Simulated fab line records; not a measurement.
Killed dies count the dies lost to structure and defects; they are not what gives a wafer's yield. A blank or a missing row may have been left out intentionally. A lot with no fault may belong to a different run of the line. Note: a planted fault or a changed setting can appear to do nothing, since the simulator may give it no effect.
Which of the tools did it? | flow n5Finfet | 33 wafers from 11 lots sampled at 4 of the route's 1938 steps

WHAT EACH GAUGE READ, for each wafer
N5_MIM_BOT_LITHO_OVL_MEAS_11. Usual: for MIM_BOT_OVL the level is 3 nm and the standard deviation is 4.8.
lot  | measured     | on         | MIM_BOT_OVL (nm) | flag
L666 | day 12 11:26 | overlay-01 | 10 10 7          | 
L668 | day 12 12:41 | overlay-01 | 9 5 3            | 
L670 | day 13 01:12 | overlay-01 | 15 7 6           | 
L673 | day 14 12:16 | overlay-02 | 0 -6 4           | 
L675 | day 14 13:01 | overlay-01 | 2 3 3            | 
L680 | day 15 14:22 | overlay-02 | 8 8 3            | 
L685 | day 17 04:14 | overlay-01 | 0 2 2            | 
L686 | day 17 08:00 | overlay-02 | -10 5 0          | 
L687 | day 17 15:36 | overlay-02 | -3 -3 -1         | 
L688 | day 17 13:01 | overlay-02 | -4 -5 0          | 
L682 | day 18 08:08 | overlay-01 | 7 -1 4           | 

N5_PASSIVATION_OVL_MEAS_63. Usual: for PAD_OVL the level is 2 nm and the standard deviation is 5.6.
lot  | measured     | on         | PAD_OVL (nm) | flag
L666 | day 12 16:35 | overlay-01 | 11 7 5       | 
L668 | day 12 17:40 | overlay-01 | 5 5 0        | 
L670 | day 13 08:48 | overlay-02 | 7 6 4        | 
L673 | day 14 15:35 | overlay-01 | 6 8 5        | 
L675 | day 14 20:11 | overlay-01 | 4 3 7        | 
L680 | day 15 21:11 | overlay-01 | -4 -12 0     | 
L685 | day 17 07:19 | overlay-02 | 5 -7 -7      | 
L686 | day 17 11:56 | overlay-01 | -1 3 1       | 
L687 | day 17 21:03 | overlay-02 | 5 10 4       | 
L688 | day 17 17:19 | overlay-01 | 6 3 -5       | 
L682 | day 18 12:28 | overlay-02 | -9 -2 -4     | 

WHICH TOOL RAN EACH LOT (tool, then ch and the chambers of the sampled wafers, then the start)
lot  | N5_BEOL_M5_SPUTTER_83       | N5_MIM_TOP_ETCH_STRIP_01
L666 | pvdSputter-02, day 8 19:33  | rieDiel-06 ch 1,2, day 12 10:52
L668 | pvdSputter-02, day 9 00:22  | rieDiel-05 ch 0,1,3, day 12 12:06
L670 | pvdSputter-02, day 9 19:39  | rieDiel-06 ch 1,2,3, day 13 00:45
L673 | pvdSputter-02, day 10 20:28 | rieDiel-06 ch 0,1,3, day 14 11:49
L675 | pvdSputter-02, day 11 05:03 | rieDiel-03 ch 0,2,3, day 14 12:33
L680 | pvdSputter-03, day 12 05:32 | rieDiel-03 ch 0,1,3, day 15 13:53
L685 | pvdSputter-01, day 13 16:00 | rieDiel-05 ch 2,3, day 17 03:38
L686 | pvdSputter-03, day 14 00:05 | rieDiel-03 ch 0,1,2, day 17 07:32
L687 | pvdSputter-02, day 14 01:50 | rieDiel-05 ch 0,3, day 17 15:02
L688 | pvdSputter-02, day 14 08:55 | rieDiel-06 ch 0,3, day 17 12:26
L682 | pvdSputter-02, day 14 18:49 | rieDiel-03 ch 1,2,3, day 18 07:33
- N5_BEOL_M5_SPUTTER_83: material Cu, target thk 15 nm, time 27.62 s.
- N5_MIM_TOP_ETCH_STRIP_01: strips in O2.

WHAT THE TOOLS THEMSELVES READ (means of the sampled wafers that have a number; where no wafer has one, the mark that the record gives instead)
N5_BEOL_M5_SPUTTER_83. Usual: susceptorTempC -19.99 C, standard deviation 0.1; throttleValvePct 29.7 %, standard deviation 0.8.
lot  | tool          | susceptorTempC (C) | throttleValvePct (%) | flag
L666 | pvdSputter-02 | -20.00             | 29.7                 | 
L668 | pvdSputter-02 | -20.11             | 29.2                 | 
L670 | pvdSputter-02 | -20.11             | 29.3                 | 
L673 | pvdSputter-02 | -20.00             | 29.8                 | 
L675 | pvdSputter-02 | -19.89             | 29.6                 | 
L680 | pvdSputter-03 | -19.94             | 30.9                 | 
L685 | pvdSputter-01 | -19.97             | 30.1                 | 
L686 | pvdSputter-03 | -20.02             | 30.4                 | 
L687 | pvdSputter-02 | -20.08             | 29.4                 | 
L688 | pvdSputter-02 | -19.90             | 29.3                 | 
L682 | pvdSputter-02 | -20.03             | 29.2                 | 

N5_MIM_TOP_ETCH_STRIP_01. Usual: value, then standard deviation, for each; drypumpMotorCurrentA 5.8 A / 0.52; o2FlowSccm 224.9 sccm / 0.64; oesProductAu 0.80 a.u. / 0.081; rfVppV 3.7 V / 1.4; showerheadPlenumPTorr 2.11 Torr / 0.082; tempC 60.01 C / 0.11; throttleValvePct 16.74 % / 0.17.
lot  | tool       | drypumpMotorCurrentA (A) | o2FlowSccm (sccm) | oesProductAu (a.u.) | rfVppV (V) | showerheadPlenumPTorr (Torr) | tempC (C) | throttleValvePct (%) | flag
L666 | rieDiel-06 | 6.0                      | 225.3             | 0.80                | 4.9        | 2.19                         | 60.08     | 16.86                | 
L668 | rieDiel-05 | 5.8                      | 224.3             | 0.82                | 4.9        | 2.13                         | 59.96     | 16.58                | 
L670 | rieDiel-06 | 5.9                      | 224.8             | 0.81                | 3.5        | 2.13                         | 60.00     | 16.73                | 
L673 | rieDiel-06 | 6.0                      | 225.3             | 0.80                | 4.4        | 2.09                         | 60.03     | 16.88                | 
L675 | rieDiel-03 | 5.9                      | 224.6             | 0.82                | 3.9        | 2.12                         | 60.00     | 16.79                | 
L680 | rieDiel-03 | 5.9                      | 224.7             | 0.71                | 3.9        | 2.08                         | 59.96     | 16.88                | 
L685 | rieDiel-05 | 5.1                      | 225.0             | 0.84                | 2.9        | 2.16                         | 59.97     | 16.67                | 
L686 | rieDiel-03 | 6.0                      | 225.7             | 0.79                | 3.6        | 2.12                         | 60.02     | 16.83                | 
L687 | rieDiel-05 | 6.2                      | 225.1             | 0.80                | 4.2        | 2.19                         | 60.00     | 16.59                | 
L688 | rieDiel-06 | 5.8                      | 224.8             | 0.83                | 5.3        | 2.08                         | 59.98     | 16.81                | 
L682 | rieDiel-03 | 5.9                      | 224.7             | 0.76                | 2.8        | 2.09                         | 60.06     | 16.78                | 

THE ANSWER, worked out from the rows above alone
Rule: a lot is off if the mean of its wafers that have a number lies more than 3 standard deviations from the usual mean. Also off: a lot with no number at a reading for which 4 or more lots have one. Any other lot the step has rows for is counted as sound. First the gauges in route order, then the tools' own readings, where a lot's mean is used as printed above. The first step at which some lot is off is used, and at that step the reading that is off furthest; a lot without a number counts as furthest.
No lot is off at any reading shown: from this, nothing can be told.

WHAT THE SIMULATOR PUT IN
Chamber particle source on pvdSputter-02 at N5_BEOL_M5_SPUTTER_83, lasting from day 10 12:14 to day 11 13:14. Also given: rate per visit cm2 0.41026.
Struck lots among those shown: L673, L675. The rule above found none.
